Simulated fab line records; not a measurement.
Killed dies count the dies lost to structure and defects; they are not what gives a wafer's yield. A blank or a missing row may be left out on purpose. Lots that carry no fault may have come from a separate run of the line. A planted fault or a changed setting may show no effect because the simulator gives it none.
A lot that was struck, set against a sound lot | flow nand harc | 19 out of 1302 route steps
Sound: the wafers L840.3, L840.4, L840.6. Wafers struck: L844.3, L844.4, L844.6. Last of all comes the cause.
For every step that has rows: the tool of each side, followed by ch and its chambers, followed by its first start. Under that, the readings that differ: sound wafers | struck wafers | difference of the means | sigmas: that difference in standard deviations of wafers without a fault.
alike: readings whose means differ by less than 2 such deviations, and words and numbers that are the same on both sides. not compared: withheld readings, readings that some wafer has no value for, bounds like >300 that may hide the same value, and numbers for which the record gives no deviation and whose values overlap.
The two part at a step that has a row with sigmas, a row that says differs or no value, or rows on one side only. Numbers that don't overlap but have no deviation are shown without sigmas and don't part them. A reading missing from all wafers of one side parts the sides only when that side holds two or more wafers.

NHARC_P_GATE_ALD_36: deposits SiNx, target thk 20 nm, pulse time 60 s, ald cycles 223.
  sound on ald sin-04 ch 1,3, day 8 08:23; struck on ald sin-01 ch 0,1, day 10 01:41
  alike: heater power w, precursor pulse height rel
NHARC_P_GATE_ETCHBACK_37: etches the open film in CHF3/O2, target depth 34.5 nm, time 17.2 s.
  sound: rie diel-07 ch 0,1,2; struck: rie diel-06 ch 0,2,3
  alike: drypump motor current A, oes product au, rf vpp V, showerhead plenum p Torr, throttle valve pct
  not compared: rf hours counter h
NHARC_P_GATE_STRIP_101: strips in O2, time 20 s.
  sound on rie diel-07 ch 0,3, day 8 17:05; struck on rie diel-06 ch 0,3, day 10 11:12
  alike: drypump motor current A, oes product au, rf vpp V, showerhead plenum p Torr, throttle valve pct
  not compared: rf hours counter h
then, 9 steps without rows for these wafers: NHARC_P_GATE_PRECLEAN_97 (cleans in SPM, time 600 s); NHARC_P_GATE_SRD_98; NHARC_P_GATE_PRECLEAN_99 (cleans in SC1); NHARC_P_GATE_SRD_100; NHARC_P_GATE_DEHYDRATE_38 (time 120 s); NHARC_P_GATE_HMDS_39 (time 30 s); NHARC_P_GATE_COAT_40; NHARC_P_GATE_SOFTBAKE_41 (time 95 s); NHARC_P_GATE_EBR_42.
NHARC_P_GATE_EXPOSE_43: exposes mask P NSD, target cd 720 nm.
  sound on krf scanner-01 ch 0, day 8 17:44; struck on krf scanner-01 ch 0, day 10 11:58
  reading | sound                   | struck                           | difference | sigmas
  mask    | P_NSD#0 P_NSD#0 P_NSD#0 | P_NSD_R1#0 P_NSD_R1#0 P_NSD_R1#0 | differs    |
then, 2 steps without rows for these wafers: NHARC_P_GATE_PEB_44 (peb time 85 s); NHARC_P_GATE_DEVELOP_45 (time 70 s).
NHARC_P_GATE_CD_MEAS_46 targets a cd of 720 nm.
  sound on cd sem-02 ch 0, day 8 17:53; struck on cd sem-01 ch 0, day 10 12:07
  reading    | sound             | struck            | difference | sigmas
  cd nm (nm) | 719.7 719.3 720.4 | 696.7 696.6 695.7 | -23.5      | -17
then, 1 step without rows for these wafers: NHARC_P_GATE_HARDBAKE_47 (time 80 s).
NHARC_P_GATE_DESCUM_48: chemistry O2, time 3 s.
  sound on rie diel-06 ch 2,3, day 8 18:02; struck on rie diel-10 ch 0,2, day 10 12:17
  reading                 | sound             | struck            | difference | sigmas
  model.P_GATE.cd nm (nm) | 719.7 719.3 720.2 | 696.8 696.5 695.9 | -23.3      |
  alike: drypump motor current A, oes product au, rf vpp V, showerhead plenum p Torr, throttle valve pct
  not compared: rf hours counter h
then, 1 step without rows for these wafers: NHARC_P_GATE_IMPLANT_49.

== WHERE THEY PART ==
At NHARC_P_GATE_EXPOSE_43 first; at NHARC_P_GATE_CD_MEAS_46 last (within this record only). Later steps at which nothing parts them and some readings are alike: NHARC_P_GATE_DESCUM_48.

WHY: the cause the simulator had injected
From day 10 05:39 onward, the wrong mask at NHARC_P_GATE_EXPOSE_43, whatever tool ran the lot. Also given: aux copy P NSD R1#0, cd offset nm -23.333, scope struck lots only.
